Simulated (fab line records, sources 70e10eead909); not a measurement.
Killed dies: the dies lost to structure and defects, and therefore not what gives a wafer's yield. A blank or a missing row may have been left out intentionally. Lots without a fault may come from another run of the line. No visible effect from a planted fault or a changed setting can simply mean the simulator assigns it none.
fab line records	flow nand_harc
record: lots: 12	wafers: 36	last_day: 33
route steps=1302 shown A_CONTACT@1101 A_BLC@1114
lots with no fault: from the same line, run without faults
start_h: hours from the record's opening day to when the first of the lot's shown wafers began	wait_h: hours elapsed since this lot's preceding step	" identical to the entry in the row above	L1.1+2: a row that stands for several wafers	- no value, or no start given	* or withheld: withheld	< > ~ a bound
route shown NAME@n: a module of which the file shows steps, and the number in the route of the first	usual: mean and standard deviation over wafers with no fault	same: alike in all rows	chamber/n: place in a boat	sites: readings site by site	_std_site: standard deviation across them	_edge_site: mean of outer sites minus mean of inner sites	radius_mm: how far each site lies from the wafer's centre	mask NAME#n: copy n	behind: the most recent tool/chamber to have shaped the wafer	hold: why the lot was held/for how many hours/how that ended	device: names the non-switching transistor (n, p or np)	end of line: tests run on the same wafers once the route is complete	a step with no rows: only its recipe	killed: count of dies lost to structure and defects at first sort (not the wafer's yield)	map: a wafer's dies, x killed, . not, _ none there
set.NAME: setting as actually run; set.NAME@STEP: the setting as run at that earlier step	model.NAME: the simulator's own value behind a step, which no gauge read
route steps across a sampled set of lots; one table per step, one row per wafer
services: from which hour (start_h, from the record's first day; less than 0 if before it) a tool's chamber was out of use, for how many hours, and why
== steps ==
step: NHARC_A_CONTACT_ALD_18
recipe: target_thk_a: 30	pulse_time_s: 1	ald_cycles: 150	temp_c: 450	material: TiN
usual: heater_power_w: 1079/110	precursor_pulse_height_rel: 0.999/0.021
lot.wafer	tool	chamber	start_h	wait_h	heater_power_w	precursor_pulse_height_rel
L771.3	ald_metal-02	1	515.06	-	896	0.991
L771.2	"	3	"	"	1170	0.983
L771.6	"	2	"	"	1156	0.985
L772.2	ald_metal-02	1	518.85	-	869	1.022
L772.6	"	0	"	"	1153	1.017
L772.5	"	1	"	"	914	1.016
L778.1	ald_metal-03	3	579.08	-	1081	1.016
L778.2	"	1	"	"	1052	0.978
L778.6	"	3	"	"	1119	0.982
L781.1	ald_metal-02	0	621.29	-	1080	0.988
L781.2	"	1	"	"	887	0.978
L781.6	"	3	"	"	1150	0.972
L783.2	ald_metal-02	2	657.64	-	1038	1.017
L783.3	"	0	"	"	1131	0.990
L783.5	"	2	"	"	1045	0.979
L786.4	ald_metal-03	0	661.44	-	891	0.995
L786.6	"	0	"	"	874	0.988
L786.5	"	1	"	"	1079	0.952
L784.3	ald_metal-03	1	661.91	-	1060	1.006
L784.4	"	2	"	"	1150	0.982
L784.5	"	1	"	"	1083	0.973
L785.1	ald_metal-02	3	668.28	-	1137	1.037
L785.4	"	1	"	"	911	1.006
L785.3	"	2	"	"	1050	0.984
L792.3	ald_metal-03	3	714.30	-	1112	0.982
L792.4	"	0	"	"	876	1.023
L792.2	"	2	"	"	1139	0.981
L791.5	ald_metal-04	0	719.22	-	1224	0.985
L791.4	"	2	"	"	1017	1.000
L791.6	"	3	"	"	1202	0.992
L793.4	ald_metal-03	3	729.92	-	1140	0.992
L793.6	"	3	"	"	1107	0.993
L793.5	"	0	"	"	898	1.024
L794.3	ald_metal-02	3	745.27	-	1137	0.989
L794.4	"	1	"	"	898	0.979
L794.5	"	0	"	"	1083	1.022
step: NHARC_A_BLC_EXPOSE_07
recipe: na: 1.35	target_cd_nm: 100	dose_mj: 67.97	mask_id: A_BLC
lot.wafer	tool	chamber	start_h	wait_h	mask
L771.2+3+6	arfi_scanner-02	0	516.92	-	A_BLC#0
L772.2+5+6	arfi_scanner-03	0	520.69	-	A_BLC#0
L778.1+2+6	arfi_scanner-03	0	581.69	-	A_BLC#0
L781.1+2+6	arfi_scanner-02	0	622.99	-	A_BLC#0
L783.2+3+5	arfi_scanner-03	0	659.54	-	A_BLC#0
L786.4+5+6	arfi_scanner-02	0	663.34	-	A_BLC#0
L784.3+4+5	arfi_scanner-02	0	663.85	-	A_BLC#0
L785.1+3+4	arfi_scanner-02	0	670.09	-	A_BLC#0
L792.2+3+4	arfi_scanner-02	0	716.17	-	A_BLC#0
L791.4+5+6	arfi_scanner-02	0	721.13	-	A_BLC#0
L793.4+5+6	arfi_scanner-01	0	732.53	-	A_BLC#0
L794.3+4+5	arfi_scanner-01	0	747.02	-	A_BLC#0
step: NHARC_A_BLC_CD_MEAS_10
recipe: target_cd_nm: 100	landing_energy_ev: 500
usual: cd_nm: 99.8/0.67
lot.wafer	tool	chamber	start_h	wait_h	cd_nm
L771.2	cd_sem-03	0	517.06	-	99.9
L771.3	"	0	"	"	99.9
L771.6	"	0	"	"	99.9
L772.2	cd_sem-03	0	520.83	-	99.1
L772.5	"	0	"	"	100.3
L772.6	"	0	"	"	99.2
L778.1	cd_sem-03	0	581.82	-	100.7
L778.2	"	0	"	"	100.5
L778.6	"	0	"	"	99.8
L781.1	cd_sem-01	0	623.13	-	100.0
L781.2	"	0	"	"	99.4
L781.6	"	0	"	"	99.6
L783.2	cd_sem-03	0	659.68	-	100.9
L783.3	"	0	"	"	100.5
L783.5	"	0	"	"	100.0
L786.4	cd_sem-01	0	663.47	-	99.3
L786.5	"	0	"	"	100.0
L786.6	"	0	"	"	100.3
L784.3	cd_sem-02	0	663.98	-	100.3
L784.4	"	0	"	"	100.1
L784.5	"	0	"	"	99.3
L785.1	cd_sem-03	0	670.23	-	99.6
L785.3	"	0	"	"	99.3
L785.4	"	0	"	"	99.9
L792.2	cd_sem-02	0	716.31	-	99.4
L792.3	"	0	"	"	99.8
L792.4	"	0	"	"	99.7
L791.4	cd_sem-03	0	721.27	-	100.2
L791.5	"	0	"	"	99.7
L791.6	"	0	"	"	99.4
L793.4	cd_sem-02	0	732.67	-	98.5
L793.5	"	0	"	"	98.3
L793.6	"	0	"	"	98.9
L794.3	cd_sem-03	0	747.16	-	98.6
L794.4	"	0	"	"	100.2
L794.5	"	0	"	"	98.7
step: NHARC_A_BLC_OVL_MEAS_11
usual: overlay_x_nm: 0.2/1	overlay_y_nm: -0.2/1
lot.wafer	tool	chamber	start_h	wait_h	overlay_x_nm	overlay_y_nm
L771.2	overlay-02	-	517.15	-	1.2	0.6
L771.3	"	-	"	"	1.5	-0.4
L771.6	"	-	"	"	1.2	0.9
L772.2	overlay-01	-	520.92	-	-0.4	-0.1
L772.5	"	-	"	"	-0.5	-0.1
L772.6	"	-	"	"	-0.4	-0.6
L778.1	overlay-01	-	581.91	-	13.9	1.2
L778.2	"	-	"	"	13.7	0.9
L778.6	"	-	"	"	13.9	1.2
L781.1	overlay-02	-	623.23	-	-0.8	-1.6
L781.2	"	-	"	"	-0.8	-1.4
L781.6	"	-	"	"	-0.5	-1.6
L783.2	overlay-01	-	659.77	-	11.9	-0.5
L783.3	"	-	"	"	11.6	-0.4
L783.5	"	-	"	"	11.8	-0.9
L786.4	overlay-01	-	663.55	-	0.2	1.1
L786.5	"	-	"	"	-0.2	0.7
L786.6	"	-	"	"	0.4	1.0
L784.3	overlay-01	-	664.07	-	1.2	-0.4
L784.4	"	-	"	"	0.8	-0.5
L784.5	"	-	"	"	0.8	-0.4
L785.1	overlay-02	-	670.32	-	0.4	0.4
L785.3	"	-	"	"	0.6	-0.1
L785.4	"	-	"	"	0.3	0.3
L792.2	overlay-02	-	716.39	-	-0.4	1.7
L792.3	"	-	"	"	-0.3	2.0
L792.4	"	-	"	"	-1.1	1.7
L791.4	overlay-02	-	721.35	-	-0.6	0.0
L791.5	"	-	"	"	-0.5	0.2
L791.6	"	-	"	"	-0.8	-0.3
L793.4	overlay-01	-	732.75	-	-0.6	-1.3
L793.5	"	-	"	"	-0.4	-1.8
L793.6	"	-	"	"	0.7	-1.6
L794.3	overlay-01	-	747.24	-	0.9	0.9
L794.4	"	-	"	"	1.6	0.1
L794.5	"	-	"	"	1.4	0.4
step: NHARC_A_BLC_STRIP_21
recipe: o2_flow_sccm: 500	ar_flow_sccm: 0	bias_w: 0	chemistry: O2
usual: drypump_motor_current_A: 5.6/0.37	oes_product_au: 1.003/0.014	rf_vpp_V: 57.7/0.88	showerhead_plenum_p_Torr: 3.48/0.14	throttle_valve_pct: 17.037/0.0088
same: bias_w: 0
lot.wafer	tool	chamber	start_h	wait_h	drypump_motor_current_A	oes_product_au	rf_hours_counter_h	rf_vpp_V	showerhead_plenum_p_Torr	throttle_valve_pct
L771.3	rie_diel-02	1	518.42	0.1	5.6	0.999	10	58.7	3.65	17.036
L771.2	"	3	"	"	5.4	0.998	10	57.3	3.58	17.041
L771.6	"	0	"	"	5.1	1.010	-	57.0	3.31	17.041
L772.2	rie_diel-02	2	522.20	0.1	5.9	1.002	11	57.5	3.38	17.041
L772.5	"	3	"	"	5.4	1.009	-	57.4	3.58	17.049
L772.6	"	0	"	"	5.1	1.015	-	55.9	3.31	17.025
L778.2	rie_diel-02	0	583.18	0.1	5.1	1.033	1	56.2	3.30	17.020
L778.1	"	1	"	"	5.6	1.004	1	57.8	3.65	17.029
L778.6	"	3	"	"	5.4	0.990	-	57.8	3.58	17.032
L781.2	rie_diel-02	1	624.48	0.1	5.5	1.012	3	58.3	3.65	17.031
L781.1	"	3	"	"	5.4	0.971	3	58.3	3.58	17.034
L781.6	"	2	"	"	5.9	1.009	-	57.2	3.38	17.035
L783.2	rie_diel-12	3	661.01	0.1	6.1	1.000	8	58.4	3.54	17.047
L783.3	"	2	"	"	5.1	0.988	9	59.0	3.52	17.048
L783.5	"	3	"	"	6.1	0.999	-	58.4	3.54	17.046
L786.4	rie_diel-12	0	664.82	0.1	6.2	1.005	7	57.0	3.37	17.032
L786.5	"	1	"	"	5.4	1.000	-	58.7	3.77	17.048
L786.6	"	2	"	"	5.1	0.999	-	57.8	3.52	17.037
L784.4	rie_diel-02	0	665.33	0.1	5.1	0.996	6	56.6	3.30	17.025
L784.3	"	3	"	"	5.4	0.967	6	57.8	3.58	17.021
L784.5	"	1	"	"	5.6	1.010	-	58.1	3.65	17.050
L785.3	rie_diel-12	2	671.57	0.1	5.1	0.991	11	58.4	3.52	17.037
L785.4	"	0	"	"	6.2	0.999	11	56.9	3.37	17.026
L785.1	"	1	"	"	5.4	0.991	12	58.5	3.77	17.034
L792.2	rie_diel-12	2	717.67	0.1	5.1	1.001	26	56.9	3.51	17.025
L792.3	"	3	"	"	6.1	1.001	26	58.6	3.53	17.029
L792.4	"	0	"	"	6.2	1.011	27	57.4	3.36	17.025
L791.4	rie_diel-02	0	722.63	0.1	5.1	0.994	11	59.0	3.30	17.033
L791.6	"	1	"	"	5.6	1.019	-	57.9	3.64	17.036
L791.5	"	2	"	"	5.9	1.013	-	56.9	3.37	17.028
L793.4	rie_diel-02	2	734.00	0.1	5.9	1.022	12	57.6	3.37	17.031
L793.6	"	1	"	"	5.5	1.026	-	57.4	3.64	17.047
L793.5	"	2	"	"	5.9	1.021	-	58.1	3.37	17.043
L794.4	rie_diel-08	0	748.49	0.1	5.3	1.025	1	57.7	3.42	17.044
L794.3	"	3	"	"	6.2	1.012	1	58.3	3.42	17.041
L794.5	"	1	"	"	5.4	1.009	-	57.3	3.33	17.049
== services ==
tool	chamber	start_h	hours	kind
rie_diel-12	3	503.65	6.6	repair
rie_diel-02	3	509.23	5.1	repair
arfi_scanner-02	-	546.19	18.6	repair
ald_metal-03	-	565.81	0.3	repair
ald_metal-03	-	568.00	10.0	pm
rie_diel-02	-	570.70	9.0	pm
arfi_scanner-02	-	578.93	2.6	repair
ald_metal-03	2	590.44	46.8	repair
rie_diel-02	0	602.91	13.4	repair
rie_diel-12	1	607.56	12.0	repair
ald_metal-02	-	610.00	10.0	pm
rie_diel-12	0	622.06	2.6	repair
rie_diel-12	-	622.57	9.0	pm
ald_metal-02	1	634.44	12.6	repair
arfi_scanner-02	-	645.15	0.9	repair
ald_metal-02	3	646.63	12.9	repair
arfi_scanner-02	-	656.00	4.0	pm
arfi_scanner-02	-	660.05	1.0	repair
rie_diel-12	1	667.56	1.3	repair
rie_diel-02	3	682.75	7.5	repair
arfi_scanner-02	-	688.68	0.3	repair
rie_diel-02	3	737.42	5.4	repair
ald_metal-03	-	746.00	10.0	pm
rie_diel-02	-	747.70	9.0	pm
== key ==
first_sign: step: NHARC_A_BLC_OVL_MEAS_11	reading: overlay_x_nm	direction: up	sigmas: 12	usual: 0.2	struck: 12.8
effect none on later readings
met_at NHARC_A_BLC_EXPOSE_07
struck_lots L778,L783
tester_left_out L778,L783
not_acting_at NHARC_A_CONTACT_ALD_18,NHARC_A_BLC_CD_MEAS_10,NHARC_A_BLC_STRIP_21
onset_between 520.69 581.69
fault: kind: scanner_matching_overlay	tool: arfi_scanner-03	chamber: -	onset_h: 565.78	steps: NHARC_A_BLC_EXPOSE_07	offset: 12.727
tester_left_out: of these lots the tester's yield and bins aren't shown, on N5 and GAA mostly nor the transistor test; their killed dies are dies lost to structure and defects alone, not to doping, threshold or leakage, so they don't give the yield
